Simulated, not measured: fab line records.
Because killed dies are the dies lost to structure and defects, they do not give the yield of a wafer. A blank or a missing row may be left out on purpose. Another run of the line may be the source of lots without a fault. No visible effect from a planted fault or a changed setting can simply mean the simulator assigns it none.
Lot-split experiment	flow n5-finfet	21 wafers read from 7 lots, route of 1938 steps

== ABOUT THE SPLIT ==
At N5_MOL_CONTACT_COAG_COAT_63 (time 60 s, resist thk 10 nm), the setting spin-rpm was moved away from the recipe's 1500 rpm on 7 of the 21 wafers read, by -6.5% to +8.7%. All remaining wafers had this setting at the recipe value.

== FROM THE SPLIT TO THE READING: what the file shows between them, 4 steps ==
- N5_MOL_CONTACT_COAG_COAT_64: time 60 s, resist thk 10 nm
- N5_MOL_CONTACT_COAG_COAT_34: resist thk 40 nm
- N5_MOL_CONTACT_COAG_DESCUM_45: chemistry O2, time 7 s
- N5_MOL_CONTACT_COAG_ETCH_65: etches underlayer in N2/H2, target depth 13 nm, time 10.4 s

== THE READING ==
etch.depth-nm (the simulator's own value, which no gauge read), in nm, at N5_MOL_CONTACT_COAG_ETCH_66 (etches SiARC in CF4, target depth 13 nm, time 21.7 s). No usual value for it is given in the file. Average 9.986 nm, standard deviation 0.02 nm, over the 14 wafers here run with the recipe.

wafer	tool, chamber at the split	spin-rpm as run, rpm	against the recipe	etch.depth-nm, nm	against lot-mates on the recipe
L081.2	litho-track-03, 0	1500	recipe	10.02	-
L081.3	litho-track-03, 0	1500	recipe	9.996	-
L081.4	litho-track-03, 0	1500	recipe	9.974	-
L082.1	litho-track-03, 0	1403	-6.5%	10.32	+0.345
L082.4	litho-track-03, 0	1500	recipe	9.975	-
L082.5	litho-track-03, 0	1403	-6.5%	10.34	+0.365
L083.1	litho-track-03, 0	1500	recipe	9.951	-
L083.4	litho-track-03, 0	1500	recipe	9.994	-
L083.6	litho-track-03, 0	1500	recipe	9.974	-
L089.2	litho-track-02, 0	1500	recipe	10.01	-
L089.3	litho-track-02, 0	1549	+3.3%	9.864	-0.146
L089.6	litho-track-02, 0	1549	+3.3%	9.852	-0.158
L092.4	litho-track-05, 0	1500	recipe	9.971	-
L092.5	litho-track-05, 0	1500	recipe	9.966	-
L092.6	litho-track-05, 0	1500	recipe	9.981	-
L093.1	litho-track-02, 0	1500	recipe	9.995	-
L093.3	litho-track-02, 0	1432	-4.5%	10.2	+0.216
L093.5	litho-track-02, 0	1500	recipe	9.973	-
L094.2	litho-track-02, 0	1500	recipe	10.02	-
L094.4	litho-track-02, 0	1631	+8.7%	9.578	-0.442
L094.6	litho-track-02, 0	1631	+8.7%	9.59	-0.430

THE FIT
A straight line over all 21 wafers: etch.depth-nm changes by -0.0479 nm for each +1% of spin-rpm; r = -0.99; the points scatter about the line by 0.022 nm.
The same after taking each lot's own level away (the mean of its wafers on the recipe; 21 wafers): -0.0511 nm for each +1%; r = -1.00; scatter 0.015 nm.
Per that fit: largest spin-rpm move, reading shift of 0.45 nm.
The span of the lots' own levels, 9.9727 to 10.0200 nm, comes to 2.4 times the standard deviation stated above.
So the lot-to-lot level changes the slope little: the two slopes agree.
Check: -0.442 nm against its lot-mates is what the line predicts for one of the wafers moved furthest among these (+8.7%) when that wafer is left out of the fit. It came out at -0.442 nm against them.

== FURTHER SPLITS ON THESE WAFERS ==
Other splits were also applied to these wafers ahead of the reading. Each is held against what the fit with the lots' levels taken away leaves over:
other split on the same wafers	wafers away from the commonest value	r with etch.depth-nm (lot level and that fit taken away)
N5_MOL_CONTACT_COAG_COAT_76 spin-rpm	8	+0.02

== THE WHOLE CHAIN: every reading that the file lists as answering this split, in the file's order ==
step	what it does	reading	change (the file's fit)	r (the file's)
N5_MOL_CONTACT_COAG_COAT_63	time 60 s, resist thk 10 nm	SiARC_of_MOL_CONTACT_COAG_COAT_63.thk-nm (the simulator's own value, which no gauge read)	-0.0512 nm for each +1% of the setting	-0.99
N5_MOL_CONTACT_COAG_ETCH_66	etches SiARC in CF4, target depth 13 nm, time 21.7 s	etch.depth-nm (the simulator's own value, which no gauge read)	-0.0506 nm for each +1% of the setting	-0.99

== FILE'S OWN FIT ==
etch.depth-nm changes by -0.0506 nm for each +1% of spin-rpm, r = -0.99.
